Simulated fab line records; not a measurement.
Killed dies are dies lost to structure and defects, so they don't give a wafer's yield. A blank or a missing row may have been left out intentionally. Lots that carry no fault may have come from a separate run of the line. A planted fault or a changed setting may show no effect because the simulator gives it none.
Matching of chambers ; flow nand-harc ; NHARC_A_CONTACT_ETCH_98 on rie-diel-08: 4 sister chambers
The step etches the open film in C4F6/O2, target depth 20 nm, time 10 s. 16 wafers are shown with their chamber, then 8 later ones without.

WAFERS, EACH WITH ITS CHAMBER
wafer;chamber;rf-vpp-V (V);o2-flow-sccm (sccm);throttle-valve-pct (%)
L536.2;3;543.2;19.96;26.912
L536.3;2;546.9;20.10;26.897
L536.5;3;542.5;20.01;26.899
L537.2;2;545.9;20.10;26.913
L537.3;1;543.9;20.03;26.909
L537.4;0;548.8;19.86;26.906
L539.1;1;543.7;19.98;26.911
L539.4;2;546.6;20.05;26.903
L539.6;1;545.2;20.12;26.910
L538.4;0;547.2;20.00;26.894
L538.5;3;542.0;19.88;26.912
L538.6;0;549.9;19.88;26.906
L540.2;3;542.6;19.96;26.903
L540.3;0;547.4;19.95;26.901
L540.6;3;543.6;19.95;26.898
L541.1;2;547.0;20.09;26.915

SIGNATURES, as means of the wafers listed above
reading;chamber 0;chamber 1;chamber 2;chamber 3;scatter within a chamber
rf-vpp-V;548.325;544.267;546.600;542.780;0.84
o2-flow-sccm;19.9225;20.0433;20.0850;19.9520;0.0524
throttle-valve-pct;26.90175;26.91000;26.90700;26.90480;0.00646
Rule: for each reading, subtract the chamber's mean from the wafer's reading, divide by that reading's scatter and square the result; add these up over the readings and take the root, which gives the wafer's distance from the chamber. The wafer belongs to the nearest chamber; if the next one is less than 2 further off, it can't be placed. How the scatter is found: for the shown wafers, subtract from each reading the mean of its chamber, square and add these, divide the total by (wafers less chambers), then take the root.

WAFERS MISSING THEIR CHAMBER
wafer;rf-vpp-V (V);o2-flow-sccm (sccm);throttle-valve-pct (%)
L541.3;547.2;19.96;26.908
L541.6;544.1;19.97;26.902
L543.2;541.9;20.02;26.915
L543.4;545.5;20.04;26.908
L543.5;545.0;19.96;26.889
L544.3;544.3;20.04;26.903
L544.5;544.9;19.93;26.900
L544.6;543.8;19.98;26.887

WHICH CHAMBER EACH WENT THROUGH
wafer;from the rows above;in truth
L541.3;can't be placed: 0 or 2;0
L541.6;can't be placed: 3 or 1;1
L543.2;can't be placed: 3 or 1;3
L543.4;can't be placed: 1 or 2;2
L543.5;can't be placed: 3 or 1 or 2 or 0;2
L544.3;can't be placed: 1 or 3 or 2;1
L544.5;can't be placed: 3 or 1 or 2 or 0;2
L544.6;can't be placed: 3 or 1 or 2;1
Correctly placed: 0 of 8. Unplaceable from these rows: 8, with the true chamber sitting among the candidates in 8. Wrongly placed: 0.
